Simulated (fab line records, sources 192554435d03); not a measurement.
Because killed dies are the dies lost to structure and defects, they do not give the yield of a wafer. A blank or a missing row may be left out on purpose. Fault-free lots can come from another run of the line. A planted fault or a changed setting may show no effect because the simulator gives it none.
What tool caused it? -- flow n5Finfet -- 9 lots, 26 wafers sampled, at 6 steps of a route of 1938

## WHAT THE GAUGES READ, wafer by wafer
N5_BEOL_M4_RC_MEAS_101.
lot,measured,on,DIBL_N (mV/V)
L408,day 7 13:59,prober-01,36.8 37.8 33.9
L413,day 8 23:06,prober-02,38.9 35.4 33.9
L414,day 9 20:37,prober-02,36.2 35.6
L415,day 9 23:55,prober-02,38.6 36.3 38.6
L418,day 10 15:50,prober-01,37.0 42.1 38.8
L420,day 11 05:55,prober-01,41.3 40.2 39.6
L429,day 13 11:37,prober-02,31.5 34.3 34.5
L430,day 14 03:58,prober-01,36.1 35.7 35.1
L431,day 14 18:05,prober-02,32.9 37.6 31.9

## EACH LOT AND THE TOOL THAT RAN IT (in order: tool; ch and the chambers of the sampled wafers; start)
lot,N5_BEOL_M3_ANNEAL_80,N5_BEOL_M3_SPUTTER_81,N5_BEOL_M3_CO_CAP_55,N5_BEOL_M4_PECVD_72,N5_BEOL_M4_CMP_52
L408,"pvdSputter-02, day 7 02:25","pvdSputter-02, day 7 02:33","cvdCo-01 ch 0,1,2, day 7 04:45","pecvd-04 ch 0,1,2, day 7 05:06","cmp-02 ch 0,2,3, day 7 13:23"
L413,"pvdSputter-01, day 8 10:56","pvdSputter-01, day 8 11:05","cvdCo-01 ch 0,1,2, day 8 13:16","pecvd-02 ch 0,1, day 8 13:38","cmp-04 ch 0,2,3, day 8 22:14"
L414,"pvdSputter-02, day 9 04:26","pvdSputter-02, day 9 04:35","cvdCo-01 ch 0, day 9 06:46","pecvd-02 ch 1, day 9 07:07","cmp-02 ch 0,1, day 9 19:53"
L415,"pvdSputter-03, day 9 08:58","pvdSputter-03, day 9 09:06","cvdCo-02 ch 1,2, day 9 11:26","pecvd-02 ch 2, day 9 11:49","cmp-02 ch 1,2,3, day 9 23:09"
L418,"pvdSputter-03, day 9 22:52","pvdSputter-03, day 9 23:00","cvdCo-02 ch 0,1,2, day 10 01:11","pecvd-02 ch 0,1,2, day 10 01:32","cmp-03 ch 1,2, day 10 15:16"
L420,"pvdSputter-03, day 10 18:19","pvdSputter-03, day 10 18:27","cvdCo-02 ch 1,2, day 10 20:38","pecvd-02 ch 0,1, day 10 20:59","cmp-04 ch 0,1,2, day 11 05:00"
L429,"pvdSputter-03, day 12 23:05","pvdSputter-03, day 12 23:14","cvdCo-01 ch 0,2, day 13 01:43","pecvd-02 ch 0,1,2, day 13 02:04","cmp-04 ch 1,2,3, day 13 11:01"
L430,"pvdSputter-03, day 13 05:22","pvdSputter-03, day 13 05:30","cvdCo-01 ch 0,1,2, day 13 07:50","pecvd-02 ch 1,2, day 13 08:11","cmp-04 ch 2,3, day 14 03:22"
L431,"pvdSputter-03, day 14 06:59","pvdSputter-03, day 14 07:08","cvdCo-01 ch 0,1,2, day 14 09:20","pecvd-02 ch 0,2, day 14 09:41","cmp-03 ch 2,3, day 14 17:22"
- N5_BEOL_M3_ANNEAL_80: time 240 s.
- N5_BEOL_M3_SPUTTER_81: material Cu, target thk 4.5 nm, time 8.29 s.
- N5_BEOL_M3_CO_CAP_55: material Co, precursor CCTBA/H2, target thk 2 nm, time 102.1 s.
- N5_BEOL_M4_PECVD_72: deposits SiO2 from TEOS/O2, target thk 16 nm, time 18 s.
- N5_BEOL_M4_CMP_52: polishes, stops on SiOC, t overpolish 6.8 s, target thk 40 nm.

## THE ANSWER, worked out from the rows above alone
Rule: what is usual is taken from the lots themselves. Put in order of their means at a reading, lots are off if they are a third of the lots or fewer, leave a main group of 4 or more, and stand apart from it by a gap of 3 or more times the standard deviation of the main group's means; of several such gaps the widest counts. If all means in a main group match to the digits the tables above print for the reading, that group is not used. Also off: a lot with no number at a reading for which 4 or more lots have one. Any other lot the step has rows for is counted as sound.
None of the lots is off at any reading shown; this tells nothing.

## WHAT HAD BEEN PUT IN BY THE SIMULATOR
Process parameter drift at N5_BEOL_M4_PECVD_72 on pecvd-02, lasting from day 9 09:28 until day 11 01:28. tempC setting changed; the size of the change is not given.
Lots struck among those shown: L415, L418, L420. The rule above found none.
